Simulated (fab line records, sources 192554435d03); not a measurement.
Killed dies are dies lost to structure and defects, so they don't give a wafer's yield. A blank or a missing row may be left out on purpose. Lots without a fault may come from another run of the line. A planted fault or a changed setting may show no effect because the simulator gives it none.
fab line records | flow n5_finfet
record lots=6 wafers=16 last_day=19
route steps=1938 shown BEOL_M4@1055
lots that met no fault: from a run of the same line without faults
start_h: hours from the record's first day to the start of the lot's first wafer shown | wait_h: hours since the lot's step before | " the same as in the row above | L1.1+2: a row that stands for several wafers | - no value, or no start given | * or withheld: withheld | < > ~ a bound
route shown NAME@n: a module of which the file shows steps, and the number in the route of the first | usual: mean/standard deviation of fault-free wafers | same: alike in all rows | chamber/n: place in a boat | sites: the reading at each site | _std_site: their standard deviation | _edge_site: outer sites' mean less inner sites' | radius_mm: how far each site lies from the wafer's centre | mask NAME#n: copy n | behind: the tool/chamber that last shaped the wafer | hold: why the lot was held/for how many hours/how that ended | device: the transistor (n, p or np) that didn't switch | end of line: the same wafers' tests at the end of the route | a step without rows: its recipe alone | killed: dies lost to structure and defects at the first sort, not the wafer's yield | map: a wafer's dies, x killed, . not, _ none there
set.NAME: the setting as run; set.NAME@STEP: as run at that earlier step | model.NAME: the simulator's own value behind a step, which no gauge read
lots at some steps of the route; a table a step, a row a wafer
services: from which hour (start_h, from the record's first day; less than 0 if before it) a tool's chamber was out of use, for how many hours, and why
## steps
# step N5_BEOL_M4_DEVELOP_27
# recipe develop_time_s=30 developer=TMAH resist=CAR-EUV rinse_liquid=surfactant_rinse dry=air_spin dev_temp_c=23
# step N5_BEOL_M4_CD_MEAS_28
# recipe target_cd_nm=26.2 landing_energy_ev=500 detector=se_inlens target_cd_y_nm=24.1 polarity=opening
# usual cd_nm=26.23/0.23
# columns lot.wafer tool chamber start_h wait_h cd_nm
L272.3 cd_sem-03 0 194.78 - 26.26
L272.4 " 0 " " 26.04
L272.5 " 0 " " 26.20
L271.1 cd_sem-03 0 194.96 - 26.19
L271.4 " 0 " " 26.05
L271.5 " 0 " " 26.48
L274.2 cd_sem-02 0 215.64 - 26.30
L274.4 " 0 " " 26.30
L278.2 cd_sem-02 0 244.25 - 26.29
L278.3 " 0 " " 25.55
L287.1 cd_sem-02 0 288.88 - 26.52
L287.2 " 0 " " 26.21
L287.5 " 0 " " 26.31
L289.2 cd_sem-01 0 315.46 - 26.40
L289.3 " 0 " " 26.60
L289.6 " 0 " " 26.50
# step N5_BEOL_M4_OVL_MEAS_29
# recipe points_per_wafer=522
# usual V3_OVL=0.2/0.67
# columns lot.wafer tool chamber start_h wait_h V3_OVL[nm]
L272.3 overlay-01 0 194.82 0.0 -0.3
L272.4 " 0 " " -0.4
L272.5 " 0 " " -0.8
L271.1 overlay-01 0 194.99 0.0 0.5
L271.4 " 0 " " 0.0
L271.5 " 0 " " 0.2
L274.2 overlay-01 0 215.67 0.0 0.8
L274.4 " 0 " " 1.3
L278.2 overlay-02 0 244.28 0.0 0.1
L278.3 " 0 " " 0.3
L287.1 overlay-02 0 288.91 0.0 -1.1
L287.2 " 0 " " 0.1
L287.5 " 0 " " 0.4
L289.2 overlay-02 0 315.50 0.0 -0.5
L289.3 " 0 " " 0.7
L289.6 " 0 " " 0.9
# step N5_BEOL_M4_INSPECT_30
# recipe mode=adi inspect_instrument=brightfield
# usual raw_defect_count=420/83
# columns lot.wafer tool chamber start_h wait_h raw_defect_count
L272.3 defect_inspect-01 - 194.87 0.0 422
L272.4 " - " " 491
L272.5 " - " " 309
L271.1 defect_inspect-01 - 195.05 0.1 513
L271.4 " - " " 283
L271.5 " - " " 463
L274.2 defect_inspect-01 - 215.73 0.0 439
L274.4 " - " " 486
L278.2 defect_inspect-02 - 244.33 0.0 399
L278.3 " - " " 415
L287.1 defect_inspect-01 - 288.96 0.1 505
L287.2 " - " " 440
L287.5 " - " " 471
L289.2 defect_inspect-01 - 315.56 0.1 415
L289.3 " - " " 324
L289.6 " - " " 412
# step N5_BEOL_M4_DESCUM_33
# recipe chemistry=O2 time_s=7 source_power_w=50 bias_power_w=20 pressure_mtorr=20 rf_frequency_hz=2.712e+07 temp_c=40 resist=CAR-EUV o2_flow_sccm=225
# usual drypump_motor_current_A=5.7/0.38 oes_product_au=0.73/0.073 rf_vpp_V=243.0/1.6 showerhead_plenum_p_Torr=2.09/0.084 throttle_valve_pct=20.54/0.3
# columns lot.wafer tool chamber start_h wait_h drypump_motor_current_A oes_product_au rf_hours_counter_h rf_vpp_V showerhead_plenum_p_Torr throttle_valve_pct
L272.3 rie_diel-04 3 194.90 0.0 5.7 0.69 218 243.8 2.16 20.82
L272.4 " 1 " " 5.3 0.71 216 244.0 2.18 20.94
L272.5 " 1 " " 5.3 0.71 - 244.3 2.18 20.94
L271.1 rie_diel-04 3 195.12 0.1 5.7 0.69 218 244.9 2.16 20.82
L271.4 " 2 " " 6.0 0.74 196 241.7 1.99 20.30
L271.5 " 3 " " 5.7 0.69 - 244.9 2.16 20.81
L274.2 rie_diel-04 2 215.76 0.0 6.1 0.73 203 241.5 1.98 20.31
L274.4 " 0 " " 5.6 0.79 97 242.0 2.03 20.12
L278.2 rie_diel-05 0 244.43 0.1 5.6 0.68 231 244.0 2.07 20.94
L278.3 " 3 " " 6.1 0.73 189 243.1 2.07 20.49
L287.1 rie_diel-04 1 289.00 0.0 5.3 0.69 249 244.6 2.17 20.99
L287.2 " 0 " " 5.6 0.77 123 241.5 2.02 20.16
L287.5 " 2 " " 6.0 0.71 - 241.1 1.97 20.37
L289.2 rie_diel-05 3 315.74 0.2 6.1 0.70 214 243.9 2.06 20.51
L289.3 " 2 " " 5.5 0.70 246 244.7 2.17 20.53
L289.6 " 2 " " 5.5 0.70 - 242.9 2.17 20.55
# step N5_BEOL_M4_ETCH_77
# recipe chemistry=N2/H2 target=underlayer target_depth_a=65 mask_material=CAR-EUV time_s=5.2 ion_energy_ev=200 pressure_mtorr=30 source_w=840 bias_w=150 n2_flow_sccm=200 h2_flow_sccm=200 ends=cleared
# usual bias_w=150.1/0.45 drypump_motor_current_A=5.8/0.38 etch_rf_on_time_s=5.31/0.15 oes_product_au=0.62/0.062 rf_vpp_V=523.9/3 showerhead_plenum_p_Torr=2.54/0.096 throttle_valve_pct=18.0/0.31
# columns lot.wafer tool chamber start_h wait_h bias_w drypump_motor_current_A etch_rf_on_time_s oes_product_au rf_hours_counter_h rf_vpp_V showerhead_plenum_p_Torr throttle_valve_pct
L272.3 rie_diel-04 3 194.94 0.0 149.6 5.7 5.26 0.59 218 526.6 2.64 18.3
L272.4 " 1 " " 150.2 5.3 5.44 0.59 216 526.8 2.63 18.2
L272.5 " 1 " " 149.5 5.3 5.45 0.59 - 526.0 2.63 18.2
L271.1 rie_diel-04 3 195.16 0.0 150.5 5.7 5.34 0.58 218 526.6 2.64 18.3
L271.4 " 2 " " 149.7 6.0 5.24 0.62 196 519.9 2.43 17.9
L271.5 " 3 " " 150.3 5.7 5.32 0.59 - 528.4 2.64 18.3
L274.2 rie_diel-04 2 215.80 0.0 150.0 6.1 5.26 0.62 203 519.3 2.43 17.9
L274.4 " 0 " " 149.8 5.6 5.26 0.67 97 523.4 2.44 17.4
L278.2 rie_diel-05 0 244.47 0.0 149.8 5.6 5.42 0.58 231 522.9 2.53 18.3
L278.3 " 3 " " 149.6 6.1 5.21 0.62 189 523.8 2.52 17.9
L287.1 rie_diel-04 1 289.03 0.0 150.4 5.3 5.48 0.57 249 525.6 2.62 18.3
L287.2 " 0 " " 150.2 5.6 5.36 0.63 123 520.5 2.43 17.4
L287.5 " 2 " " 150.2 6.1 5.24 0.61 - 519.6 2.42 17.9
L289.2 rie_diel-05 3 315.77 0.0 151.0 6.1 5.23 0.61 214 523.9 2.51 18.0
L289.3 " 2 " " 150.5 5.5 5.17 0.59 246 525.8 2.62 17.9
L289.6 " 2 " " 151.1 5.5 5.20 0.59 - 526.0 2.62 17.9
# step N5_BEOL_M4_ETCH_69
# recipe chemistry=CF4 target=SiARC target_depth_a=156 mask_material=CAR-EUV time_s=26 ion_energy_ev=80 pressure_mtorr=40 source_w=545 bias_w=36 Ar_flow_sccm=100 cf4_flow_sccm=100 ends=cleared
# usual bias_w=36.02/0.11 drypump_motor_current_A=5.7/0.38 etch_rf_on_time_s=26.6/0.74 oes_product_au=0.62/0.061 rf_vpp_V=184.0/1.3 showerhead_plenum_p_Torr=2.14/0.075 throttle_valve_pct=15.73/0.28
# columns lot.wafer tool chamber start_h wait_h bias_w drypump_motor_current_A etch_rf_on_time_s oes_product_au rf_hours_counter_h rf_vpp_V showerhead_plenum_p_Torr throttle_valve_pct
L272.3 rie_diel-04 3 194.95 0.0 35.93 5.7 26.6 0.58 218 183.7 2.20 16.03
L272.4 " 1 " " 36.03 5.3 27.7 0.59 216 184.6 2.22 16.06
L272.5 " 1 " " 36.09 5.3 27.8 0.59 - 184.4 2.22 16.07
L271.1 rie_diel-04 3 195.18 0.0 35.95 5.8 26.4 0.59 218 185.2 2.20 16.03
L271.4 " 2 " " 36.01 6.0 25.9 0.63 196 184.8 2.04 15.49
L271.5 " 3 " " 36.09 5.7 26.6 0.59 - 184.3 2.20 16.03
L274.2 rie_diel-04 2 215.81 0.0 36.28 6.1 26.3 0.62 203 181.0 2.04 15.51
L274.4 " 0 " " 36.03 5.6 26.7 0.66 97 182.8 2.08 15.32
L278.2 rie_diel-05 0 244.49 0.0 36.19 5.6 27.5 0.58 231 181.9 2.11 16.06
L278.3 " 3 " " 35.92 6.1 26.1 0.63 189 182.6 2.13 15.78
L287.1 rie_diel-04 1 289.05 0.0 36.35 5.3 27.4 0.58 249 184.0 2.21 16.14
L287.2 " 0 " " 36.14 5.6 26.6 0.65 123 183.2 2.07 15.39
L287.5 " 2 " " 36.23 6.1 26.0 0.61 - 182.6 2.03 15.55
L289.2 rie_diel-05 3 315.79 0.0 35.85 6.1 26.6 0.60 214 186.4 2.12 15.83
L289.3 " 2 " " 35.97 5.5 26.1 0.60 246 184.8 2.19 15.58
L289.6 " 2 " " 35.82 5.5 26.3 0.59 - 183.8 2.19 15.59
# step N5_BEOL_M4_ALD_98
# recipe material=SiO2 target_thk_a=25 temp_c=100 ald_precursor_family=BDEAS ald_co_reactant=O2-plasma pulse_time_s=1 co_reactant_pulse_time_s=1 purge_time_s=2 co_reactant_purge_time_s=2 ald_cycles=17 pressure_torr=2
# step N5_BEOL_M4_ETCHBACK_99
# recipe chemistry=CHF3 target=SiO2 target_depth_a=50 time_s=10.4 source_w=215 bias_w=47 Ar_flow_sccm=200 CHF3_flow_sccm=12 ion_energy_ev=100 pressure_mtorr=30
# usual bias_w=47.00/0.14 drypump_motor_current_A=5.7/0.44 oes_product_au=0.75/0.085 rf_vpp_V=242/4.9 showerhead_plenum_p_Torr=2.17/0.082 throttle_valve_pct=17.13/0.27
# columns lot.wafer tool chamber start_h wait_h bias_w drypump_motor_current_A oes_product_au rf_hours_counter_h rf_vpp_V showerhead_plenum_p_Torr throttle_valve_pct
L272.3 rie_diel-04 0 201.86 6.8 46.80 5.6 0.78 91 235 2.08 16.69
L272.4 " 2 " " 47.02 6.0 0.74 199 236 2.06 17.03
L272.5 " 0 " " 47.13 5.6 0.78 - 233 2.08 16.71
L271.1 rie_diel-02 1 208.68 13.0 47.14 5.8 0.70 211 239 2.21 17.26
L271.4 " 1 " " 46.98 5.8 0.70 - 239 2.21 17.25
L271.5 " 3 " " 46.85 4.9 0.70 - 247 2.11 17.07
L274.2 rie_diel-02 3 221.72 5.6 46.75 4.9 0.70 229 247 2.11 17.10
L274.4 " 1 " " 47.26 5.8 0.69 - 239 2.21 17.25
L278.2 rie_diel-02 0 253.04 8.4 47.26 5.8 0.94 9 248 2.30 16.68
L278.3 " 1 " " 46.97 5.8 0.68 226 240 2.20 17.29
L287.1 rie_diel-05 0 292.20 2.2 47.09 5.6 0.66 247 247 2.12 17.54
L287.2 " 3 " " 47.09 6.1 0.72 205 241 2.13 17.26
L287.5 " 2 " " 46.94 5.5 0.69 - 242 2.19 16.95
L289.2 rie_diel-04 3 321.71 5.8 47.08 5.7 0.94 8 241 2.20 17.20
L289.3 " 0 " " 47.00 5.6 0.74 138 232 2.06 16.79
L289.6 " 2 " " 47.29 6.0 0.69 - 236 2.04 17.10
# step N5_BEOL_M4_ETCH_70
# recipe chemistry=N2/H2 target=SOC target_depth_a=800 overetch_a=240 mask_material=SiARC temp_c=40 time_s=130 ion_energy_ev=200 pressure_mtorr=30 source_w=840 bias_w=150 n2_flow_sccm=200 h2_flow_sccm=200
# usual bias_w=150.0/0.43 drypump_motor_current_A=5.7/0.44 oes_product_au=0.55/0.058 rf_vpp_V=524.4/2.7 showerhead_plenum_p_Torr=2.57/0.099 throttle_valve_pct=17.89/0.29
# columns lot.wafer tool chamber start_h wait_h bias_w drypump_motor_current_A oes_product_au rf_hours_counter_h rf_vpp_V showerhead_plenum_p_Torr throttle_valve_pct
L272.3 rie_diel-04 0 201.90 0.0 150.0 5.6 0.58 92 522.3 2.44 17.30
L272.4 " 2 " " 149.9 6.0 0.54 199 519.6 2.43 17.88
L272.5 " 0 " " 149.9 5.6 0.58 - 522.9 2.44 17.32
L271.1 rie_diel-02 1 208.72 0.0 150.8 5.7 0.53 211 525.0 2.64 18.08
L271.4 " 1 " " 150.4 5.8 0.52 - 526.5 2.64 18.08
L271.5 " 3 " " 149.6 4.9 0.51 - 522.0 2.52 17.98
L274.2 rie_diel-02 3 221.76 0.0 150.2 4.9 0.52 229 523.2 2.52 18.00
L274.4 " 1 " " 150.4 5.8 0.52 - 527.9 2.63 18.09
L278.2 rie_diel-02 0 253.08 0.0 150.2 5.8 0.69 9 529.1 2.70 17.37
L278.3 " 1 " " 150.0 5.8 0.52 226 526.0 2.63 18.10
L287.1 rie_diel-05 0 292.24 0.0 150.2 5.6 0.50 247 524.3 2.52 18.31
L287.2 " 3 " " 149.7 6.1 0.53 205 523.5 2.51 17.88
L287.5 " 2 " " 150.5 5.5 0.51 - 525.8 2.62 17.89
L289.2 rie_diel-04 3 321.74 0.0 149.8 5.8 0.68 8 525.5 2.62 18.02
L289.3 " 0 " " 149.7 5.6 0.55 138 521.5 2.42 17.41
L289.6 " 2 " " 149.7 6.1 0.51 - 519.9 2.41 17.96
# step N5_BEOL_M4_STRIP_71
# recipe chemistry=N2/H2 temp_c=40 n2_flow_sccm=200 h2_flow_sccm=200 rf_frequency_hz=6e+07
# step N5_BEOL_M4_STRIP_78
# recipe chemistry=N2/H2 temp_c=40 n2_flow_sccm=200 h2_flow_sccm=200 rf_frequency_hz=6e+07
# step N5_BEOL_M4_VIA_ETCH_34
# recipe chemistry=C4F6/O2 target_depth_a=694 mask_material=SOC pressure_mtorr=15 ion_energy_ev=250 taper_deg=4 time_s=65.9 source_w=350 bias_w=170 Ar_flow_sccm=300 C4F6_flow_sccm=10 O2_flow_sccm=10
# usual bias_w=170.0/0.49 drypump_motor_current_A=5.7/0.44 oes_product_au=0.75/0.085 rf_vpp_V=668/13 showerhead_plenum_p_Torr=2.86/0.1 throttle_valve_pct=30.77/0.3
# columns lot.wafer tool chamber start_h wait_h bias_w drypump_motor_current_A oes_product_au rf_hours_counter_h rf_vpp_V showerhead_plenum_p_Torr throttle_valve_pct model.etch.depth_nm model.SOC_of_BEOL_M4_COAT_67.thk_nm
L272.3 rie_diel-04 0 202.00 0.0 169.3 5.6 0.79 92 645 2.75 30.30 69.6 51.8
L272.4 " 2 " " 169.5 6.0 0.74 199 654 2.72 30.82 69.86 51.8
L272.5 " 0 " " 169.5 5.6 0.79 - 646 2.75 30.32 69.59 52
L271.1 rie_diel-02 1 208.83 0.0 169.8 5.8 0.69 211 663 2.91 30.83 65.82 52.8
L271.4 " 1 " " 170.4 5.8 0.69 - 661 2.91 30.81 65.54 52.6
L271.5 " 3 " " 169.5 4.9 0.70 - 684 2.79 30.46 70.38 52.2
L274.2 rie_diel-02 3 221.86 0.0 170.3 4.9 1.01 229 684 2.79 30.58 119.1 46.4
L274.4 " 1 " " 170.5 5.8 0.98 - 662 2.91 30.90 111.2 47.4
L278.2 rie_diel-02 0 253.18 0.0 169.6 5.8 1.33 9 679 3.03 30.62 116.5 46.2
L278.3 " 1 " " 169.5 5.8 0.68 226 663 2.91 30.82 66.51 52.2
L287.1 rie_diel-05 0 292.34 0.0 170.4 5.6 0.67 247 687 2.80 31.20 66.91 52
L287.2 " 3 " " 169.3 6.1 0.71 206 667 2.82 30.88 67.94 51.8
L287.5 " 2 " " 170.8 5.5 0.71 - 670 2.90 30.54 69.42 51.6
L289.2 rie_diel-04 3 321.85 0.0 170.5 5.7 0.93 8 666 2.91 31.17 69.91 51.8
L289.3 " 0 " " 169.6 5.6 0.74 138 644 2.73 30.36 68.44 52
L289.6 " 2 " " 171.2 6.1 0.70 - 655 2.70 30.85 69.73 51.8
# step N5_BEOL_M4_STRIP_83
# recipe chemistry=C4F6/O2 resist=SiARC rf_frequency_hz=6e+07
# step N5_BEOL_M4_RC_MEAS_101
# usual DIBL_N=36.6/1.9 DIBL_P=36.7/2.2 IOFF_N=0.16/0.035 IOFF_P=0.22/0.038 ION_N=672/14 ION_P=462/8.3 SS_N=71.6/0.65 SS_P=73.5/0.72 VT_N=250/3.5 VT_P=-250/3.1
# columns lot.wafer tool chamber start_h wait_h DIBL_N[mV/V] DIBL_P[mV/V] IOFF_N[nA/um] IOFF_P[nA/um] ION_N[uA/um] ION_P[uA/um] SS_N[mV/dec] SS_P[mV/dec] VT_N[mV] VT_P[mV]
L272.3 prober-02 0 208.00 0.3 33.2 32.8 0.11 0.14 642 438 70.5 72.1 260 -257
L272.4 " 0 " " 37.0 37.2 0.17 0.20 656 449 71.0 73.1 250 -254
L272.5 " 0 " " 34.8 35.1 0.12 0.17 637 447 70.9 73.4 259 -257
L271.1 prober-02 0 213.09 0.0 37.2 37.7 0.17 0.23 687 473 71.9 73.8 248 -251
L271.4 " 0 " " 37.3 38.8 0.18 0.25 663 464 72.0 73.3 249 -246
L271.5 " 0 " " 34.1 34.8 0.12 0.18 682 464 71.7 73.3 255 -252
L274.2 prober-02 0 226.61 0.2 34.6 34.5 0.13 0.19 665 456 71.6 73.2 252 -251
L274.4 " 0 " " 37.6 39.3 0.20 0.27 708 481 72.0 75.1 247 -246
L278.2 prober-02 0 257.43 0.2 35.7 35.1 0.15 0.19 672 456 71.8 73.1 254 -252
L278.3 " 0 " " 38.4 37.6 0.20 0.24 660 452 72.4 74.7 250 -252
L287.1 prober-02 0 296.96 0.0 35.7 35.6 0.14 0.19 666 459 71.1 73.4 252 -253
L287.2 " 0 " " 33.6 33.6 0.12 0.18 673 462 71.0 72.5 252 -250
L287.5 " 0 " " 36.5 37.2 0.16 0.22 676 467 71.4 73.3 250 -251
L289.2 prober-02 0 326.46 0.2 37.6 36.4 0.17 0.23 691 474 71.6 72.2 250 -249
L289.3 " 0 " " 36.2 34.1 0.14 0.19 658 453 71.8 72.1 253 -253
L289.6 " 0 " " 39.4 38.0 0.21 0.27 677 462 72.8 73.4 247 -249
## services
# columns tool chamber start_h hours kind
rie_diel-02 0 205.33 - clean
rie_diel-05 1 232.24 - clean
rie_diel-05 1 232.24 - consumable_replace:focus_ring
rie_diel-05 1 232.24 - consumable_replace:showerhead
rie_diel-05 1 232.24 23.2 scheduled_down
rie_diel-05 1 232.24 23.2 vent_cycle
rie_diel-02 1 236.01 1.8 repair
rie_diel-04 - 241.54 0.5 repair
rie_diel-02 - 268.92 2.8 pm
rie_diel-04 3 284.47 - clean
rie_diel-04 3 284.47 - consumable_replace:focus_ring
rie_diel-04 3 284.47 19.3 scheduled_down
rie_diel-04 3 284.47 19.3 vent_cycle
rie_diel-05 2 293.30 10.5 repair
rie_diel-05 - 300.33 0.8 repair
rie_diel-04 1 303.82 - clean
rie_diel-04 1 303.82 - consumable_replace:focus_ring
rie_diel-04 1 303.82 10.0 scheduled_down
rie_diel-04 1 303.82 10.0 vent_cycle
rie_diel-02 0 304.01 13.7 repair
rie_diel-05 0 304.85 - clean
rie_diel-05 0 304.85 - consumable_replace:focus_ring
rie_diel-05 0 304.85 18.9 scheduled_down
rie_diel-05 0 304.85 18.9 vent_cycle
## key
first_sign step=N5_BEOL_M4_VIA_ETCH_34 reading=oes_product_au direction=up sigmas=4.2 usual=0.75 struck=1.11
effect none on later readings
model_effect step=N5_BEOL_M4_VIA_ETCH_34 value=etch.depth_nm without=69.43 struck=115.6
met_at N5_BEOL_M4_VIA_ETCH_34
struck_wafers L274.2,L274.4,L278.2
onset_between 208.83 221.86
fault kind=process_parameter_drift tool=rie_diel-02 chamber=- onset_h=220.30 steps=N5_BEOL_M4_VIA_ETCH_34 channel=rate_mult offset=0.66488 shape=step end_h=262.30 scope=struck_wafers_only
